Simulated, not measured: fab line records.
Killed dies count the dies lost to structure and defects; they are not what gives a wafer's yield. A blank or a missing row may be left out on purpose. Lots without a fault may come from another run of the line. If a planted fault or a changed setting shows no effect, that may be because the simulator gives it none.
fab line records	flow nand-harc
[record] lots = 12	wafers = 36	last-day = 34
route steps=1302 shown P_M2@329
lots that met no fault: taken from a fault-free run of the same line
start-h: hours from the record's opening day to when the first of the lot's shown wafers began	wait-h: how many hours have passed since the lot's step before this one	" the same as in the row above	L1.1+2: a row that stands for several wafers	- either no value or no given start	* or withheld: withheld	< > ~ a bound
route shown NAME@n: names a module that has steps shown in the file, with the first one's number in the route	usual: the fault-free wafers' mean and standard deviation	same: alike in all rows	chamber/n: place in a boat	sites: each site's reading	_std_site: their standard deviation	_edge_site: mean of outer sites minus mean of inner sites	radius-mm: for every site, how far away it sits from the centre of the wafer	mask NAME#n: copy n	behind: the tool/chamber that last shaped the wafer	hold: why the lot went on hold/how many hours it stayed there/how the hold came to an end	device: names the non-switching transistor (n, p or np)	end of line: the route-end tests of the same wafers	step lacking rows: just its recipe	killed: dies that structure and defects cost at the first sort, which is not the same as the wafer's yield	map: per-die view of a wafer (x killed, . not killed, _ where there is no die)
set.NAME: setting as actually run; set.NAME@STEP: the setting as run at that earlier step	model.NAME: the simulator's own value behind a step, which no gauge read
the route's steps for a sample of lots (tables are steps, rows are wafers)
services: the hour from which a tool's chamber was out of use, counted from the record's first day as start-h (under 0 if before that day), plus the number of hours and why
[[steps]]
[step NHARC_P_M2_OVL_MEAS_10]
[recipe] pitch-nm = 340
[usual] overlay-x-nm = 0.0/1	overlay-y-nm = 0.0/1.1
lot.wafer	tool	chamber	start-h	wait-h	overlay-x-nm	overlay-y-nm
L728.1	overlay-02	-	137.70	-	-0.3	0.4
L728.4	"	-	"	"	-1.2	0.6
L728.6	"	-	"	"	-0.2	0.1
L729.3	overlay-02	-	140.39	-	0.2	-1.2
L729.5	"	-	"	"	0.0	-1.1
L729.6	"	-	"	"	-0.4	-1.0
L732.4	overlay-02	-	166.53	-	-0.5	0.7
L732.5	"	-	"	"	-0.3	1.1
L732.6	"	-	"	"	-0.6	0.8
L731.2	overlay-02	-	167.00	-	-1.0	1.4
L731.3	"	-	"	"	-0.8	1.4
L731.5	"	-	"	"	-0.9	1.9
L733.1	overlay-02	-	182.11	-	0.9	-2.2
L733.2	"	-	"	"	0.2	-2.1
L733.4	"	-	"	"	0.4	-2.3
L734.1	overlay-02	-	193.57	-	1.2	0.7
L734.3	"	-	"	"	1.3	0.6
L734.5	"	-	"	"	1.4	1.1
L735.1	overlay-01	-	201.48	-	-0.5	1.2
L735.2	"	-	"	"	-0.4	0.7
L735.3	"	-	"	"	-0.5	0.6
L736.1	overlay-02	-	212.68	-	0.4	-1.1
L736.3	"	-	"	"	0.8	-1.1
L736.5	"	-	"	"	0.9	-1.0
L740.2	overlay-01	-	246.82	-	0.2	-0.7
L740.5	"	-	"	"	0.8	-0.5
L740.6	"	-	"	"	0.6	-0.2
L743.2	overlay-02	-	273.92	-	0.7	-0.6
L743.3	"	-	"	"	0.3	-0.6
L743.6	"	-	"	"	1.0	-0.5
L746.1	overlay-02	-	308.15	-	1.0	0.7
L746.2	"	-	"	"	1.0	1.0
L746.5	"	-	"	"	0.3	0.9
L751.2	overlay-02	-	367.19	-	-0.8	0.0
L751.5	"	-	"	"	-0.7	-0.3
L751.6	"	-	"	"	-1.2	0.0
[step NHARC_P_M2_ETCH_28]
[recipe] target-depth-a = 300	over-etch-frac = 0.3	time-s = 72.99	ion-energy-ev = 150	cf4-flow-sccm = 50	n2-flow-sccm = 100	ar-flow-sccm = 150	rf-w = 300	bias-w = 100	chemistry = CF4/N2
[usual] bias-w = 100.0/0.32	drypump-motor-current-A = 5.72/0.29	oes-product-au = 0.994/0.014	rf-vpp-V = 314.1/1.7	showerhead-plenum-p-Torr = 2.62/0.089	throttle-valve-pct = 19.794/0.0091
[same] time-s = 72.99
lot.wafer	tool	chamber	start-h	wait-h	bias-w	drypump-motor-current-A	oes-product-au	rf-hours-counter-h	rf-vpp-V	showerhead-plenum-p-Torr	throttle-valve-pct
L728.1	rie-diel-01	1	-	-	100.3	5.37	1.010	7	315.6	2.64	19.801
L728.4	"	3	"	"	99.4	6.20	1.012	7	310.9	2.49	19.779
L728.6	"	0	"	"	100.0	5.66	0.996	-	313.0	2.55	19.791
L729.3	rie-diel-05	1	-	-	99.8	5.32	0.978	3	314.9	2.71	19.798
L729.5	"	1	"	"	99.9	5.33	0.978	-	314.4	2.71	19.809
L729.6	"	2	"	"	100.7	5.74	0.989	-	314.1	2.64	19.781
L732.4	rie-diel-01	0	-	-	100.1	5.66	1.008	11	313.0	2.55	19.787
L732.5	"	3	"	"	99.9	6.20	0.990	-	311.7	2.49	19.790
L732.6	"	0	"	"	99.7	5.69	1.010	-	312.4	2.55	19.806
L731.2	rie-diel-01	2	-	-	100.2	5.46	0.982	9	315.7	2.74	19.802
L731.3	"	0	"	"	100.1	5.72	0.997	11	312.2	2.55	19.782
L731.5	"	1	"	"	100.2	5.44	1.016	-	314.3	2.64	19.814
L733.2	rie-diel-13	3	-	-	100.6	5.39	0.969	0	314.6	2.75	19.789
L733.1	"	0	"	"	100.3	6.21	1.004	0	315.6	2.68	19.795
L733.4	"	1	"	"	99.7	5.72	1.012	0	312.4	2.58	19.795
L734.3	rie-diel-01	2	-	-	100.0	5.45	0.991	11	316.6	2.74	19.785
L734.1	"	0	"	"	100.1	5.74	0.995	13	310.6	2.55	19.795
L734.5	"	2	"	"	100.6	5.45	0.988	-	316.4	2.74	19.786
L735.3	rie-diel-01	2	-	-	100.5	5.46	0.983	11	317.6	2.74	19.799
L735.1	"	3	"	"	99.7	6.21	0.997	12	311.4	2.49	19.792
L735.2	"	1	"	"	100.0	5.41	1.011	13	313.8	2.64	19.784
L736.1	rie-diel-01	2	-	-	99.5	5.47	0.977	0	316.7	2.74	19.796
L736.3	"	0	"	"	100.1	5.70	0.987	0	312.9	2.55	19.788
L736.5	"	2	"	"	99.7	5.48	0.984	-	316.0	2.74	19.805
L740.2	rie-diel-01	3	-	-	100.2	6.22	1.019	2	311.0	2.49	19.796
L740.6	"	3	"	"	100.6	6.20	1.011	-	312.9	2.49	19.782
L740.5	"	0	"	"	100.5	5.73	0.980	-	312.6	2.55	19.794
L743.3	rie-diel-13	1	-	-	100.2	5.72	1.021	4	311.9	2.58	19.799
L743.2	"	2	"	"	100.2	5.98	0.990	4	311.1	2.49	19.792
L743.6	"	1	"	"	100.1	5.71	1.017	-	314.8	2.58	19.797
L746.1	rie-diel-13	3	-	-	99.8	5.39	0.963	5	315.9	2.74	19.812
L746.2	"	2	"	"	100.0	6.00	0.986	5	311.6	2.49	19.790
L746.5	"	3	"	"	100.2	5.40	0.969	-	317.0	2.74	19.802
L751.2	rie-diel-13	2	-	-	100.2	5.96	0.976	0	311.4	2.49	19.805
L751.6	"	1	"	"	100.2	5.74	0.987	-	313.2	2.58	19.782
L751.5	"	2	"	"	100.1	5.94	0.984	-	311.8	2.49	19.796
[step NHARC_P_M2_DEGAS_29]
[recipe] temp-c = 250	time-s = 60
[usual] heater-power-w = 336/39
[same] time-s = 60
lot.wafer	tool	chamber	start-h	wait-h	heater-power-w
L728.4	pvd-sputter-01	-	138.82	-	347
L728.1	"	-	"	"	262
L728.6	"	-	"	"	255
L729.3	pvd-sputter-02	-	141.51	-	301
L729.6	"	-	"	"	299
L729.5	"	-	"	"	304
L732.4	pvd-sputter-02	-	167.69	-	384
L732.6	"	-	"	"	349
L732.5	"	-	"	"	381
L731.3	pvd-sputter-03	-	168.20	-	390
L731.2	"	-	"	"	337
L731.5	"	-	"	"	412
L733.4	pvd-sputter-02	-	183.23	-	349
L733.2	"	-	"	"	302
L733.1	"	-	"	"	306
L734.1	pvd-sputter-02	-	194.69	-	310
L734.3	"	-	"	"	302
L734.5	"	-	"	"	306
L735.1	pvd-sputter-02	-	202.60	-	301
L735.2	"	-	"	"	350
L735.3	"	-	"	"	389
L736.3	pvd-sputter-02	-	213.86	-	297
L736.1	"	-	"	"	311
L736.5	"	-	"	"	307
L740.2	pvd-sputter-01	-	247.98	-	270
L740.5	"	-	"	"	273
L740.6	"	-	"	"	337
L743.2	pvd-sputter-01	-	275.05	-	335
L743.3	"	-	"	"	339
L743.6	"	-	"	"	266
L746.1	pvd-sputter-01	-	309.27	-	336
L746.2	"	-	"	"	359
L746.5	"	-	"	"	337
L751.2	pvd-sputter-02	-	368.31	-	394
L751.6	"	-	"	"	397
L751.5	"	-	"	"	304
[step NHARC_P_M2_ECD_22]
[recipe] target-thk-a = 4000	bath-temp-c = 25	material = Cu
[usual] bath-heat-duty-pct = 6.1/0.58
lot.wafer	tool	chamber	start-h	wait-h	bath-heat-duty-pct
L728.1	ecd-cu-02	1	139.24	-	6.0
L728.4	"	0	"	"	5.3
L728.6	"	1	"	"	6.6
L729.3	ecd-cu-02	1	142.01	-	5.5
L729.6	"	0	"	"	6.4
L729.5	"	1	"	"	5.9
L732.4	ecd-cu-02	0	168.19	-	6.2
L732.5	"	1	"	"	6.8
L732.6	"	0	"	"	6.0
L731.2	ecd-cu-01	0	168.61	-	5.8
L731.3	"	1	"	"	5.6
L731.5	"	0	"	"	5.7
L733.1	ecd-cu-02	0	183.59	-	6.3
L733.2	"	1	"	"	7.0
L733.4	"	1	"	"	6.8
L734.1	ecd-cu-02	1	195.11	-	6.5
L734.3	"	1	"	"	6.0
L734.5	"	0	"	"	6.1
L735.1	ecd-cu-02	0	202.96	-	5.4
L735.2	"	1	"	"	6.8
L735.3	"	0	"	"	6.0
L736.1	ecd-cu-01	1	214.22	-	5.5
L736.3	"	0	"	"	6.0
L736.5	"	0	"	"	5.9
L740.2	ecd-cu-01	0	248.42	-	5.7
L740.5	"	1	"	"	5.0
L740.6	"	0	"	"	5.8
L743.2	ecd-cu-02	0	275.45	-	7.5
L743.3	"	1	"	"	6.4
L743.6	"	1	"	"	5.7
L746.2	ecd-cu-02	0	309.63	-	6.1
L746.1	"	1	"	"	6.1
L746.5	"	0	"	"	5.9
L751.2	ecd-cu-02	0	368.72	-	5.6
L751.6	"	1	"	"	6.6
L751.5	"	0	"	"	5.7
[step NHARC_P_M2_CMP_23]
[recipe] t-overpolish-s = 20	target-thk-nm = 144.3
[usual] motor-current-A = 12.7/1.4	retaining-ring-pressure-frac = 1.000/0.0048	slurry-flow-ml-min = 150.0/0.5	time-to-endpoint-s = 29.3/2.8
lot.wafer	tool	chamber	start-h	wait-h	motor-current-A	retaining-ring-pressure-frac	slurry-flow-ml-min	time-to-endpoint-s
L728.1	cmp-04	1	139.91	-	13.0	0.989	150.5	24.6
L728.4	"	2	"	"	13.9	0.993	149.3	26.5
L728.6	"	2	"	"	13.0	0.997	149.3	28.3
L729.3	cmp-04	3	142.67	-	13.9	0.999	150.1	27.5
L729.5	"	0	"	"	12.9	1.000	150.6	27.8
L729.6	"	1	"	"	13.4	1.002	150.8	25.3
L732.4	cmp-03	1	168.80	-	11.1	1.005	149.8	27.5
L732.5	"	1	"	"	11.0	0.995	150.8	28.4
L732.6	"	2	"	"	10.6	1.013	149.7	29.3
L731.2	cmp-02	0	169.31	-	15.1	0.992	150.0	33.2
L731.3	"	2	"	"	11.2	0.998	150.6	24.4
L731.5	"	0	"	"	15.4	1.000	149.8	33.5
L733.2	cmp-03	2	184.32	-	10.0	1.008	150.0	27.8
L733.4	"	0	"	"	10.1	1.006	150.4	26.9
L733.1	"	1	"	"	10.9	1.001	149.3	28.2
L734.3	cmp-04	3	195.81	-	13.9	0.997	150.3	24.3
L734.1	"	0	"	"	12.8	1.002	149.4	30.8
L734.5	"	3	"	"	14.0	0.995	150.8	24.1
L735.2	cmp-02	0	203.68	-	15.7	0.996	149.9	32.8
L735.1	"	1	"	"	11.3	0.999	150.3	28.5
L735.3	"	3	"	"	11.4	0.998	149.4	29.9
L736.1	cmp-02	1	214.97	-	11.1	1.002	150.2	32.2
L736.3	"	2	"	"	11.1	1.010	149.1	25.4
L736.5	"	1	"	"	11.0	0.997	149.5	30.3
L740.2	cmp-04	3	249.16	-	13.9	1.001	150.4	26.6
L740.6	"	1	"	"	13.5	1.000	150.2	28.5
L740.5	"	2	"	"	13.4	0.992	149.5	29.4
L743.2	cmp-02	1	276.17	-	11.2	0.997	150.7	30.9
L743.3	"	2	"	"	11.9	0.993	149.2	25.9
L743.6	"	0	"	"	15.2	0.998	150.2	31.2
L746.2	cmp-03	0	310.36	-	10.6	1.004	149.7	28.1
L746.1	"	3	"	"	12.6	1.000	150.4	30.0
L746.5	"	0	"	"	10.1	0.996	150.5	52.5
L751.2	cmp-03	1	369.39	-	12.1	0.997	149.9	25.4
L751.6	"	1	"	"	11.3	0.995	150.3	28.2
L751.5	"	2	"	"	11.2	1.000	149.4	26.6
[[services]]
tool	chamber	start-h	hours	kind
rie-diel-01	1	117.23	4.0	repair
ecd-cu-02	-	118.54	1.0	repair
rie-diel-13	2	126.43	9.0	repair
pvd-sputter-01	-	132.29	1.2	repair
cmp-02	-	134.59	4.0	pm
rie-diel-01	2	139.04	7.3	repair
cmp-03	-	157.54	1.9	repair
rie-diel-13	-	165.00	9.0	pm
pvd-sputter-01	-	166.44	7.9	repair
cmp-03	-	171.95	1.4	repair
cmp-03	-	174.63	4.0	pm
pvd-sputter-02	-	195.39	2.0	repair
rie-diel-01	-	203.80	9.0	pm
cmp-04	-	209.16	4.0	pm
pvd-sputter-02	-	217.84	1.8	repair
pvd-sputter-02	-	220.78	1.4	repair
pvd-sputter-02	-	229.21	1.2	repair
rie-diel-01	-	233.51	2.1	repair
ecd-cu-02	-	244.14	8.0	pm
ecd-cu-02	-	269.56	0.3	repair
pvd-sputter-02	-	271.34	6.3	repair
pvd-sputter-02	-	282.00	10.0	pm
rie-diel-01	3	324.84	8.7	repair
rie-diel-01	1	359.30	1.2	repair
[[key]]
[first-sign] step = NHARC_P_M2_CMP_23	reading = time-to-endpoint-s	direction = up	sigmas = 8.3	usual = *	struck = *
effect none on later readings
met-at NHARC_P_M2_ECD_22
struck-lots L746
struck-wafers L746.5
not-acting-at NHARC_P_M2_OVL_MEAS_10,NHARC_P_M2_ETCH_28,NHARC_P_M2_DEGAS_29
onset-between 275.45 309.63
[fault] kind = process-parameter-drift	tool = ecd-cu-02	chamber = -	onset-h = 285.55	steps = NHARC_P_M2_ECD_22	channel = target-thk-a	offset = *	shape = step	end-h = 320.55	scope = struck-wafers-only	acts-in = *	stated = *
